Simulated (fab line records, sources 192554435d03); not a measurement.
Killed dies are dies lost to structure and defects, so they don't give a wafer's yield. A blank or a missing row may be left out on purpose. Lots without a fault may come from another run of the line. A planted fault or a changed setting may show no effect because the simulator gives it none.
Chamber matching | flow n5_finfet | N5_BEOL_M10_PECVD_70 on pecvd-04: 3 sister chambers
The step deposits SiO2 from TEOS/O2, target thk 20 nm, time 22.7 s. 16 wafers are shown with their chamber, then 8 later ones without.

WAFERS WITH THEIR CHAMBER
wafer  | chamber | showerhead_plenum_p_Torr (Torr) | throttle_valve_pct (%) | heater_power_w (W)
L075.3 | 0       | 8.74                            | 24.0                   | 827
L075.4 | 1       | 8.79                            | 22.8                   | 723
L075.6 | 0       | 8.75                            | 23.7                   | 815
L074.1 | 1       | 8.81                            | 22.7                   | 635
L074.2 | 0       | 8.75                            | 23.9                   | 697
L074.4 | 0       | 8.74                            | 23.7                   | 699
L080.2 | 0       | 8.76                            | 24.1                   | 685
L080.3 | 1       | 8.79                            | 22.7                   | 643
L080.6 | 2       | 8.92                            | 21.2                   | 723
L084.2 | 1       | 8.77                            | 22.8                   | 778
L084.3 | 1       | 8.79                            | 23.1                   | 745
L084.6 | 1       | 8.78                            | 23.1                   | 760
L089.3 | 2       | 8.92                            | 21.3                   | 743
L089.4 | 0       | 8.76                            | 24.5                   | 793
L089.6 | 1       | 8.79                            | 22.8                   | 700
L092.1 | 1       | 8.80                            | 22.7                   | 766

SIGNATURES (means of the wafers above)
reading                  | chamber 0 | chamber 1 | chamber 2 | scatter within a chamber
showerhead_plenum_p_Torr | 8.7500    | 8.7900    | 8.9200    | 0.0104
throttle_valve_pct       | 23.983    | 22.837    | 21.250    | 0.224
heater_power_w           | 752.67    | 718.75    | 733.00    | 57.5
Rule: a wafer's distance from a chamber is the root of the sum, over the readings, of the square of ((its reading less the chamber's mean) divided by the reading's scatter). The wafer belongs to the nearest chamber; if the next one is less than 2 further off, it can't be placed. The scatter: the root of (the sum of the squares of (reading less its chamber's mean) over the shown wafers, divided by (wafers less chambers)).

WAFERS WITHOUT THEIR CHAMBER
wafer  | showerhead_plenum_p_Torr (Torr) | throttle_valve_pct (%) | heater_power_w (W)
L092.4 | 8.81                            | 22.8                   | 783
L092.6 | 8.93                            | 21.4                   | 760
L093.1 | 8.79                            | 22.9                   | 766
L093.3 | 8.78                            | 24.3                   | 727
L093.4 | 8.79                            | 24.3                   | 711
L094.2 | 8.78                            | 22.9                   | 727
L094.3 | 8.91                            | 21.2                   | 801
L094.5 | 8.78                            | 22.8                   | 713

WHICH CHAMBER EACH WENT THROUGH
wafer  | from the rows above | in truth
L092.4 | 1                   | 1
L092.6 | 2                   | 2
L093.1 | 1                   | 1
L093.3 | 0                   | 0
L093.4 | 0                   | 0
L094.2 | 1                   | 1
L094.3 | 2                   | 2
L094.5 | 1                   | 1
Placed correctly: 8 of 8. Can't be placed from these rows: 0. Placed wrongly: 0.
